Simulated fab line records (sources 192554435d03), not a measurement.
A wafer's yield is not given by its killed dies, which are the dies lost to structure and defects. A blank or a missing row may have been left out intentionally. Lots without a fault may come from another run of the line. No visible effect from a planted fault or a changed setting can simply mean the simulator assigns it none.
Which of the tools did it? -- flow n5 finfet -- Sampling: 9 lots, 24 wafers, 6 of 1938 route steps

## WHAT EACH GAUGE READ, for each wafer
N5_SDB_CD_MEAS_11: target cd 50 nm. Usual: cd nm at 49.6 nm, with a standard deviation of 1.1.
lot,measured,on,cd nm (nm),flag
L212,day 4 00:12,cd sem-02,48.2 50.5 50.5,
L216,day 5 00:37,cd sem-01,49.7 49.3 50.3,
L217,day 5 05:43,cd sem-02,49.8 50.6 51.2,
L220,day 5 22:02,cd sem-01,48.6 49.0 47.1,
L230,day 9 07:03,cd sem-01,50.8 51.9 49.8,
L228,day 9 09:27,cd sem-01,50.3 50.6,
L231,day 9 12:29,cd sem-01,51.3 50.2 50.6,
L233,day 9 18:26,cd sem-02,49.5 48.5,
L234,day 9 23:58,cd sem-03,48.5 49.0,

N5_BEOL_M4_RC_MEAS_101. Usual: DIBL_N 37.2 mV/V, standard deviation 2.1; DIBL_P 37.3 mV/V, standard deviation 2.3; IOFF_N 0.18 nA/um, standard deviation 0.041; IOFF_P 0.24 nA/um, standard deviation 0.042; ION_N 680 uA/um, standard deviation 13; ION_P 466 uA/um, standard deviation 7.7; SS_N 71.8 mV/dec, standard deviation 0.68; SS_P 73.5 mV/dec, standard deviation 0.66; VT_N 249 mV, standard deviation 3.6; VT_P -248 mV, standard deviation 3.4.
lot,measured,on,DIBL_N (mV/V),DIBL_P (mV/V),IOFF_N (nA/um),IOFF_P (nA/um),ION_N (uA/um),ION_P (uA/um),SS_N (mV/dec),SS_P (mV/dec),VT_N (mV),VT_P (mV),flag
L212,day 8 17:01,prober-01,34.4 33.4 35.9,34.0 33.2 36.3,0.15 0.13 0.18,0.20 0.17 0.23,677 665 684,472 455 463,70.9 70.7 71.7,73.2 73.0 73.2,249 250 245,-249 -254 -247,
L216,day 9 13:08,prober-02,39.4 35.0 35.1,39.2 33.6 34.5,0.25 0.14 0.15,0.30 0.21 0.23,694 656 679,472 460 471,72.9 71.2 70.9,73.9 72.8 73.0,243 252 248,-246 -249 -248,
L217,day 9 18:03,prober-02,34.4 35.4 35.9,33.7 35.4 35.8,0.13 0.14 0.15,0.19 0.21 0.22,676 668 673,468 460 464,71.2 71.7 71.1,73.0 72.4 73.9,254 252 248,-252 -248 -246,
L220,day 10 12:20,prober-02,35.3 33.3 36.0,36.0 34.3 36.6,0.16 0.13 0.18,0.26 0.22 0.28,686 670 686,475 473 477,72.0 70.9 71.9,73.8 73.4 73.5,249 250 249,-244 -246 -240,
L230,day 13 20:22,prober-01,37.3 39.4,36.5 38.5,0.15 0.18,0.20 0.23,673 673,461 456,71.4 72.3,73.8 74.2,254 254,-255 -252,
L228,day 13 17:26,prober-01,39.4 39.5,40.3 40.7,0.22 0.21,0.30 0.31,684 675,479 470,73.5 72.4,74.3 74.2,247 250,-246 -244,
L231,day 14 01:07,prober-02,38.3,36.8,0.17,0.22,676,462,71.4,73.8,248,-248,
L233,day 14 20:22,prober-01,33.0 34.9,34.6 36.7,0.12 0.14,0.19 0.23,675 666,472 466,70.5 71.6,72.3 72.7,250 252,-252 -248,
L234,day 15 00:02,prober-02,37.5 38.1,36.9 37.8,0.18 0.20,0.25 0.27,675 677,466 463,72.0 72.2,73.6 74.2,251 248,-249 -245,

## EACH LOT AND THE TOOL THAT RAN IT (in order: tool; ch and the chambers of the sampled wafers; start)
lot,N5_SDB_HM_DEP_00,N5_SDB_STRIP_21,N5_SDB_ETCH_25,N5_SDB_CMP_30
L212,"pecvd-02 ch 0,1, day 3 23:43","rie diel-04 ch 0,2,3, day 4 00:29","rie diel-04 ch 0,2,3, day 4 00:49","cmp-01 ch 0,2,3, day 4 03:53"
L216,"pecvd-02 ch 0,2, day 5 00:09","rie diel-05 ch 1,3, day 5 00:54","rie diel-04 ch 0,1, day 5 01:13","cmp-03 ch 0,3, day 5 04:19"
L217,"pecvd-03 ch 1,2, day 5 05:16","rie diel-05 ch 1,3, day 5 06:01","rie diel-06 ch 1,2,3, day 5 06:27","cmp-03 ch 0,1,3, day 5 09:26"
L220,"pecvd-01 ch 0,1, day 5 21:35","rie diel-05 ch 0,3, day 5 22:28","rie diel-04 ch 1,2, day 5 22:53","cmp-01 ch 1,2, day 6 01:56"
L230,"pecvd-02 ch 0,1, day 9 06:36","rie diel-06 ch 0,2, day 9 07:21","rie diel-06 ch 0,2, day 9 07:40","cmp-01 ch 1,2, day 9 10:42"
L228,"pecvd-03 ch 1, day 9 09:07","rie diel-06 ch 0,2, day 9 09:46","rie diel-04 ch 1,2, day 9 10:05","cmp-01 ch 1,3, day 9 15:25"
L231,"pecvd-02 ch 0,1, day 9 12:10","rie diel-04 ch 1,2,3, day 9 12:47","rie diel-04 ch 0,1,3, day 9 13:06","cmp-01 ch 0,3, day 9 17:17"
L233,"pecvd-03 ch 1,2, day 9 17:59","rie diel-05 ch 0,1, day 9 18:48","rie diel-05 ch 1,2, day 9 19:07","cmp-04 ch 0,2, day 9 22:10"
L234,"pecvd-03 ch 0,1, day 9 23:31","rie diel-06 ch 0,3, day 10 00:40","rie diel-04 ch 2,3, day 10 01:25","cmp-01 ch 0,2, day 10 04:27"
- N5_SDB_HM_DEP_00: deposits SiNx from SiH4/NH3/N2, target thk 40 nm, time 35.3 s.
- N5_SDB_STRIP_21: strips in CF4.
- N5_SDB_ETCH_25: etches SiO2 in C4F6/O2, target depth 10 nm, time 3.3 s.
- N5_SDB_CMP_30: polishes, stops on poly-Si, t overpolish 1.54 s, target thk 30 nm.

## WHAT THE TOOLS THEMSELVES READ (means of the sampled wafers that have a number; where no wafer has one, the mark that the record gives instead)
N5_SDB_HM_DEP_00. Usual: heater power w 735 W, standard deviation 92; showerhead plenum p Torr 5.18 Torr, standard deviation 0.035; throttle valve pct 39.6 %, standard deviation 1.4.
lot,tool,heater power w (W),showerhead plenum p Torr (Torr),throttle valve pct (%),flag
L212,pecvd-02,790,5.17,40.4,
L216,pecvd-02,710,5.18,40.0,
L217,pecvd-03,807,5.20,39.3,
L220,pecvd-01,837,5.10,40.3,
L230,pecvd-02,686,5.18,41.5,
L228,pecvd-03,818,5.19,38.9,
L231,pecvd-02,759,5.18,40.8,
L233,pecvd-03,791,5.20,39.5,
L234,pecvd-03,684,5.19,39.1,

N5_SDB_STRIP_21. Usual: drypump motor current A 5.6 A, standard deviation 0.48; oes product au 0.78 a.u., standard deviation 0.074; rf vpp V 271.5 V, standard deviation 1.5; showerhead plenum p Torr 1.82 Torr, standard deviation 0.064; throttle valve pct 13.60 %, standard deviation 0.22.
lot,tool,drypump motor current A (A),oes product au (a.u.),rf vpp V (V),showerhead plenum p Torr (Torr),throttle valve pct (%),flag
L212,rie diel-04,5.5,0.83,271.4,1.79,13.48,
L216,rie diel-05,5.4,0.71,272.1,1.85,13.92,
L217,rie diel-05,5.3,0.70,272.5,1.84,13.90,
L220,rie diel-05,6.2,0.74,270.4,1.77,13.67,
L230,rie diel-06,5.2,0.75,271.0,1.83,13.53,
L228,rie diel-06,5.3,0.78,272.2,1.85,13.56,
L231,rie diel-04,5.8,0.75,271.4,1.79,13.61,
L233,rie diel-05,5.8,0.84,269.5,1.77,13.49,
L234,rie diel-06,5.9,0.82,272.5,1.90,13.65,

N5_SDB_ETCH_25. Usual: C4F6_flow_sccm 9.994 sccm, standard deviation 0.029; drypump motor current A 5.6 A, standard deviation 0.49; oes product au 0.79 a.u., standard deviation 0.079; rf vpp V 675 V, standard deviation 16; showerhead plenum p Torr 2.88 Torr, standard deviation 0.096; throttle valve pct 21.14 %, standard deviation 0.26.
lot,tool,C4F6_flow_sccm (sccm),drypump motor current A (A),oes product au (a.u.),rf vpp V (V),showerhead plenum p Torr (Torr),throttle valve pct (%),flag
L212,rie diel-04,9.985,5.5,0.84,681,2.85,21.16,
L216,rie diel-04,9.950,5.5,0.79,693,2.93,20.85,
L217,rie diel-06,9.977,5.6,0.76,676,2.85,21.04,
L220,rie diel-04,9.995,5.9,0.78,688,2.92,21.00,
L230,rie diel-06,9.991,5.5,0.83,655,2.95,21.08,
L228,rie diel-04,9.989,5.8,0.77,685,2.91,21.11,
L231,rie diel-04,9.976,5.5,0.77,685,2.85,21.08,
L233,rie diel-05,10.024,5.2,0.96,676,2.97,21.03,
L234,rie diel-04,9.997,5.8,0.79,671,2.80,21.37,

N5_SDB_CMP_30. Usual: motor current A 12.4 A, standard deviation 1.3; platen rpm 51.80 rpm, standard deviation 0.033; slurry flow ml min 150.0, standard deviation 0.45; time to endpoint s 17.7 s, standard deviation 2.3.
lot,tool,motor current A (A),platen rpm (rpm),slurry flow ml min,time to endpoint s (s),flag
L212,cmp-01,11.5,51.78,150.1,16.1,
L216,cmp-03,12.0,51.80,149.9,18.8,
L217,cmp-03,12.8,51.81,149.9,20.1,
L220,cmp-01,11.8,51.79,150.6,20.0,
L230,cmp-01,11.2,51.79,150.0,19.9,
L228,cmp-01,12.8,51.83,150.3,16.4,
L231,cmp-01,11.2,51.78,149.9,23.8,
L233,cmp-04,13.3,51.79,149.3,19.0,
L234,cmp-01,10.3,51.78,150.6,16.3,

## THE ANSWER, worked out from the rows above alone
Rule: a lot counts as off when the mean over its wafers that have a number is more than 3 standard deviations away from the usual mean. A lot without any number at a reading at which 4 lots or more have one is off too. All remaining lots with rows at the step are treated as sound. The gauges are gone through in route order, then the tools' own readings, and for those a lot's mean is taken as printed above. At the first step where some lot is off, the reading lying furthest off is the one used; lots without a number count as furthest.
Nothing can be told from this: no lot is off at any reading shown.

## WHAT HAD BEEN PUT IN BY THE SIMULATOR
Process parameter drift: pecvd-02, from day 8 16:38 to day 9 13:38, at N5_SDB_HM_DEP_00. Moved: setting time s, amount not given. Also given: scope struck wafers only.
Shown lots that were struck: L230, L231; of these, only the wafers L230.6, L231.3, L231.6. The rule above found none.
